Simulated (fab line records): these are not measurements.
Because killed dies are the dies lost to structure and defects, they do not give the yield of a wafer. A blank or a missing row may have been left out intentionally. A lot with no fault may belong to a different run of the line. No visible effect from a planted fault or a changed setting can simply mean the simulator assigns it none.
Split-lot study ; flow n5 finfet ; 21 wafers read from 7 lots, route of 1938 steps

SPLIT DETAILS
At N5_SD_EPI_N_EXPOSE_06 (exposes mask SD N BLK, target cd 120 nm), the setting dose mj was moved away from the recipe's 39.75 on 7 of the 21 wafers read, by -2.7% to +6.9%. For the rest of the wafers, this setting stayed at what the recipe calls for.

FROM THE SPLIT TO THE READING: what the file shows between them, 2 steps
- N5_SD_EPI_N_PEB_07: peb time 60 s
- N5_SD_EPI_N_DEVELOP_08: develop time 30 s

THE READING
cd nm (nm) at N5_SD_EPI_N_CD_MEAS_09, where the cd target is 120 nm. Fault-free wafers of this fab line usually give 119.6 nm, standard deviation 0.84 nm.

wafer;tool, chamber at the split;dose mj as run;against the recipe;cd nm, nm;against lot-mates on the recipe
L076.2;arfi scanner-03, 0;39.75;recipe;118.9;-
L076.3;arfi scanner-03, 0;39.75;recipe;120.0;-
L076.6;arfi scanner-03, 0;39.75;recipe;119.7;-
L077.2;arfi scanner-02, 0;39.75;recipe;121.0;-
L077.5;arfi scanner-02, 0;40.93;+3.0%;122.6;+2.3
L077.6;arfi scanner-02, 0;39.75;recipe;119.5;-
L084.2;arfi scanner-01, 0;42.5;+6.9%;122.7;+2.9
L084.4;arfi scanner-01, 0;42.5;+6.9%;123.8;+4.0
L084.6;arfi scanner-01, 0;39.75;recipe;119.8;-
L086.1;arfi scanner-01, 0;39.75;recipe;119.0;-
L086.3;arfi scanner-01, 0;38.66;-2.7%;117.4;-1.4
L086.5;arfi scanner-01, 0;39.75;recipe;118.6;-
L087.1;arfi scanner-03, 0;39.75;recipe;117.9;-
L087.2;arfi scanner-03, 0;39.75;recipe;117.9;-
L087.5;arfi scanner-03, 0;39.75;recipe;119.5;-
L094.1;arfi scanner-03, 0;42.36;+6.6%;123.0;+4.2
L094.5;arfi scanner-03, 0;39.75;recipe;118.4;-
L094.6;arfi scanner-03, 0;39.75;recipe;119.3;-
L096.3;arfi scanner-03, 0;39.75;recipe;120.4;-
L096.4;arfi scanner-03, 0;41.76;+5.1%;123.2;+2.8
L096.6;arfi scanner-03, 0;41.76;+5.1%;122.4;+2.0

FIT RESULTS
A straight line over all 21 wafers: cd nm changes by +0.623 nm for each +1% of dose mj; r = +0.90; the points scatter about the line by 0.87 nm.
The same after taking each lot's own level away (the mean of its wafers on the recipe; 21 wafers): +0.53 nm for each +1%; r = +0.94; scatter 0.57 nm.
The reading moves by 3.7 nm for the largest change in dose mj, on that fit.
The lots' own levels span 118.43 to 120.40 nm, that is 2.3 times the standard deviation above.
In other words, the slope is changed by the lot-to-lot level; the two fits disagree.
Check: +3.93 nm against its lot-mates is what the line predicts for one of the wafers moved furthest among these (+6.9%) when that wafer is left out of the fit. Against them it came out at +2.9 nm.

OTHER SPLITS APPLIED TO THESE WAFERS
These wafers also went through other splits before the reading. Each is held against what the fit with the lots' levels taken away leaves over:
other split on the same wafers;wafers away from the commonest value;r with cd nm (lot level and that fit taken away)
N5_FIN_CUT_EXPOSE_05 dose mj;7;-0.06
N5_SD_EPI_N_COAT_33 spin rpm;6;+0.04

THE WHOLE CHAIN: every reading that the file lists as answering this split, in the file's order
step;what it does;reading;change (the file's fit);r (the file's)
N5_SD_EPI_N_CD_MEAS_09;target cd 120 nm;cd nm;+0.555 nm for each +1% of the setting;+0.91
N5_SD_EPI_N_DESCUM_14;chemistry O2, time 7.9 s;SD_EPI_N.cd nm (the simulator's own value, which no gauge read);+0.552 nm for each +1% of the setting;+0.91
N5_SD_EPI_N_ETCH_34;etches SiARC in CF4, target depth 45.5 nm, time 75.8 s;SD_EPI_N.cd nm (the simulator's own value, which no gauge read);+0.561 nm for each +1% of the setting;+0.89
N5_SD_EPI_N_ETCH_35;etches SOC in N2/H2, overetch 108 nm, time 486 s;SD_EPI_N.cd nm (the simulator's own value, which no gauge read);+0.817 nm for each +1% of the setting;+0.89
N5_SD_EPI_N_ETCH_16;etches SiO2 in CHF3/O2, target depth 5 nm;SD_EPI_N.cd nm (the simulator's own value, which no gauge read);+0.832 nm for each +1% of the setting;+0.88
N5_SD_EPI_N_SD_RECESS_17;chemistry HBr/Cl2/O2, target depth 41 nm, time 23.7 s, bt time 3 s;SD_EPI_N.cd nm (the simulator's own value, which no gauge read);+0.843 nm for each +1% of the setting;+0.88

THE FILE'S OWN FIT
cd nm changes by +0.555 nm for each +1% of dose mj, r = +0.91.
